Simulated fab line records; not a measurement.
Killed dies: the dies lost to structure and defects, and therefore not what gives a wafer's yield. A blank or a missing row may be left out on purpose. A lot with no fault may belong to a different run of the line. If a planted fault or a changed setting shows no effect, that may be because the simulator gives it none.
Matching of chambers || flow n5Finfet || rieDiel-05 running N5_FIN_SAQP_ETCH_51: 4 sister chambers
The step etches SiARC in CF4, target depth 45.5 nm, time 75.8 s. 24 wafers are shown with their chamber, then 12 later ones without.

WAFERS PAIRED WITH THEIR CHAMBERS
{"wafer": "L074.1", "chamber": 1, "drypumpMotorCurrentA (A)": 5.5, "etchRfOnTimeS (s)": 74.6, "showerheadPlenumPTorr (Torr)": 2.23}
{"wafer": "L074.2", "chamber": 2, "drypumpMotorCurrentA (A)": 5.5, "etchRfOnTimeS (s)": 77.1, "showerheadPlenumPTorr (Torr)": 2.19}
{"wafer": "L074.3", "chamber": 0, "drypumpMotorCurrentA (A)": 5.7, "etchRfOnTimeS (s)": 74.6, "showerheadPlenumPTorr (Torr)": 2.03}
{"wafer": "L074.4", "chamber": 2, "drypumpMotorCurrentA (A)": 5.5, "etchRfOnTimeS (s)": 77.1, "showerheadPlenumPTorr (Torr)": 2.19}
{"wafer": "L074.5", "chamber": 1, "drypumpMotorCurrentA (A)": 5.5, "etchRfOnTimeS (s)": 74.7, "showerheadPlenumPTorr (Torr)": 2.23}
{"wafer": "L074.6", "chamber": 0, "drypumpMotorCurrentA (A)": 5.6, "etchRfOnTimeS (s)": 74.5, "showerheadPlenumPTorr (Torr)": 2.03}
{"wafer": "L076.1", "chamber": 1, "drypumpMotorCurrentA (A)": 5.5, "etchRfOnTimeS (s)": 76.4, "showerheadPlenumPTorr (Torr)": 2.23}
{"wafer": "L076.3", "chamber": 3, "drypumpMotorCurrentA (A)": 5.8, "etchRfOnTimeS (s)": 73.5, "showerheadPlenumPTorr (Torr)": 2.11}
{"wafer": "L076.5", "chamber": 1, "drypumpMotorCurrentA (A)": 5.5, "etchRfOnTimeS (s)": 76.0, "showerheadPlenumPTorr (Torr)": 2.23}
{"wafer": "L078.1", "chamber": 3, "drypumpMotorCurrentA (A)": 5.8, "etchRfOnTimeS (s)": 72.0, "showerheadPlenumPTorr (Torr)": 2.10}
{"wafer": "L078.3", "chamber": 1, "drypumpMotorCurrentA (A)": 5.5, "etchRfOnTimeS (s)": 74.6, "showerheadPlenumPTorr (Torr)": 2.23}
{"wafer": "L078.5", "chamber": 1, "drypumpMotorCurrentA (A)": 5.5, "etchRfOnTimeS (s)": 75.2, "showerheadPlenumPTorr (Torr)": 2.23}
{"wafer": "L079.1", "chamber": 2, "drypumpMotorCurrentA (A)": 5.5, "etchRfOnTimeS (s)": 73.8, "showerheadPlenumPTorr (Torr)": 2.18}
{"wafer": "L079.2", "chamber": 1, "drypumpMotorCurrentA (A)": 5.5, "etchRfOnTimeS (s)": 75.4, "showerheadPlenumPTorr (Torr)": 2.23}
{"wafer": "L079.3", "chamber": 3, "drypumpMotorCurrentA (A)": 5.8, "etchRfOnTimeS (s)": 73.5, "showerheadPlenumPTorr (Torr)": 2.10}
{"wafer": "L079.4", "chamber": 1, "drypumpMotorCurrentA (A)": 5.4, "etchRfOnTimeS (s)": 74.9, "showerheadPlenumPTorr (Torr)": 2.23}
{"wafer": "L079.5", "chamber": 3, "drypumpMotorCurrentA (A)": 5.8, "etchRfOnTimeS (s)": 73.1, "showerheadPlenumPTorr (Torr)": 2.10}
{"wafer": "L079.6", "chamber": 2, "drypumpMotorCurrentA (A)": 5.5, "etchRfOnTimeS (s)": 74.3, "showerheadPlenumPTorr (Torr)": 2.18}
{"wafer": "L084.4", "chamber": 0, "drypumpMotorCurrentA (A)": 5.6, "etchRfOnTimeS (s)": 74.0, "showerheadPlenumPTorr (Torr)": 2.28}
{"wafer": "L084.5", "chamber": 2, "drypumpMotorCurrentA (A)": 5.5, "etchRfOnTimeS (s)": 74.6, "showerheadPlenumPTorr (Torr)": 2.18}
{"wafer": "L084.6", "chamber": 1, "drypumpMotorCurrentA (A)": 5.5, "etchRfOnTimeS (s)": 75.5, "showerheadPlenumPTorr (Torr)": 2.22}
{"wafer": "L085.2", "chamber": 0, "drypumpMotorCurrentA (A)": 5.7, "etchRfOnTimeS (s)": 74.1, "showerheadPlenumPTorr (Torr)": 2.28}
{"wafer": "L085.4", "chamber": 2, "drypumpMotorCurrentA (A)": 5.5, "etchRfOnTimeS (s)": 75.1, "showerheadPlenumPTorr (Torr)": 2.18}
{"wafer": "L085.5", "chamber": 0, "drypumpMotorCurrentA (A)": 5.6, "etchRfOnTimeS (s)": 74.4, "showerheadPlenumPTorr (Torr)": 2.28}

SIGNATURES (averages over the wafers above)
{"reading": "drypumpMotorCurrentA", "chamber 0": 5.640, "chamber 1": 5.489, "chamber 2": 5.500, "chamber 3": 5.800, "scatter within a chamber": 0.0323}
{"reading": "etchRfOnTimeS", "chamber 0": 74.320, "chamber 1": 75.256, "chamber 2": 75.333, "chamber 3": 73.025, "scatter within a chamber": 0.874}
{"reading": "showerheadPlenumPTorr", "chamber 0": 2.1800, "chamber 1": 2.2289, "chamber 2": 2.1833, "chamber 3": 2.1025, "scatter within a chamber": 0.0614}
Rule: a wafer's distance from a chamber is the root of the sum, over the readings, of the square of ((its reading less the chamber's mean) divided by the reading's scatter). If the next closest chamber is less than 2 further off than the closest, the wafer can't be placed; otherwise it belongs to the closest. The scatter: the root of (the sum of the squares of (reading less its chamber's mean) over the shown wafers, divided by (wafers less chambers)).

WAFERS WITH NO CHAMBER GIVEN
{"wafer": "L090.3", "drypumpMotorCurrentA (A)": 5.5, "etchRfOnTimeS (s)": 77.5, "showerheadPlenumPTorr (Torr)": 2.22}
{"wafer": "L090.4", "drypumpMotorCurrentA (A)": 5.5, "etchRfOnTimeS (s)": 75.8, "showerheadPlenumPTorr (Torr)": 2.18}
{"wafer": "L090.6", "drypumpMotorCurrentA (A)": 5.5, "etchRfOnTimeS (s)": 76.4, "showerheadPlenumPTorr (Torr)": 2.22}
{"wafer": "L095.1", "drypumpMotorCurrentA (A)": 5.8, "etchRfOnTimeS (s)": 73.2, "showerheadPlenumPTorr (Torr)": 2.09}
{"wafer": "L095.4", "drypumpMotorCurrentA (A)": 5.5, "etchRfOnTimeS (s)": 76.1, "showerheadPlenumPTorr (Torr)": 2.22}
{"wafer": "L095.5", "drypumpMotorCurrentA (A)": 5.7, "etchRfOnTimeS (s)": 74.6, "showerheadPlenumPTorr (Torr)": 2.27}
{"wafer": "L097.1", "drypumpMotorCurrentA (A)": 5.6, "etchRfOnTimeS (s)": 74.3, "showerheadPlenumPTorr (Torr)": 2.27}
{"wafer": "L097.2", "drypumpMotorCurrentA (A)": 5.8, "etchRfOnTimeS (s)": 73.8, "showerheadPlenumPTorr (Torr)": 2.09}
{"wafer": "L097.3", "drypumpMotorCurrentA (A)": 5.5, "etchRfOnTimeS (s)": 76.4, "showerheadPlenumPTorr (Torr)": 2.21}
{"wafer": "L097.4", "drypumpMotorCurrentA (A)": 5.5, "etchRfOnTimeS (s)": 75.3, "showerheadPlenumPTorr (Torr)": 2.17}
{"wafer": "L097.5", "drypumpMotorCurrentA (A)": 5.8, "etchRfOnTimeS (s)": 73.6, "showerheadPlenumPTorr (Torr)": 2.09}
{"wafer": "L097.6", "drypumpMotorCurrentA (A)": 5.6, "etchRfOnTimeS (s)": 74.3, "showerheadPlenumPTorr (Torr)": 2.27}

WHICH CHAMBER EACH ONE RAN IN
{"wafer": "L090.3", "from the rows above": "can't be placed: 2 or 1", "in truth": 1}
{"wafer": "L090.4", "from the rows above": "can't be placed: 2 or 1", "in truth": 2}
{"wafer": "L090.6", "from the rows above": "can't be placed: 2 or 1", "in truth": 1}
{"wafer": "L095.1", "from the rows above": 3, "in truth": 3}
{"wafer": "L095.4", "from the rows above": "can't be placed: 1 or 2", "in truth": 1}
{"wafer": "L095.5", "from the rows above": 0, "in truth": 0}
{"wafer": "L097.1", "from the rows above": "can't be placed: 0 or 2 or 1", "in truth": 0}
{"wafer": "L097.2", "from the rows above": 3, "in truth": 3}
{"wafer": "L097.3", "from the rows above": "can't be placed: 2 or 1", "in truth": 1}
{"wafer": "L097.4", "from the rows above": "can't be placed: 2 or 1", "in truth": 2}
{"wafer": "L097.5", "from the rows above": 3, "in truth": 3}
{"wafer": "L097.6", "from the rows above": "can't be placed: 0 or 2 or 1", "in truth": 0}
4 of 12 placed correctly. These rows do not allow placing 8 (true chamber among the candidates in 8). 0 placed wrongly.
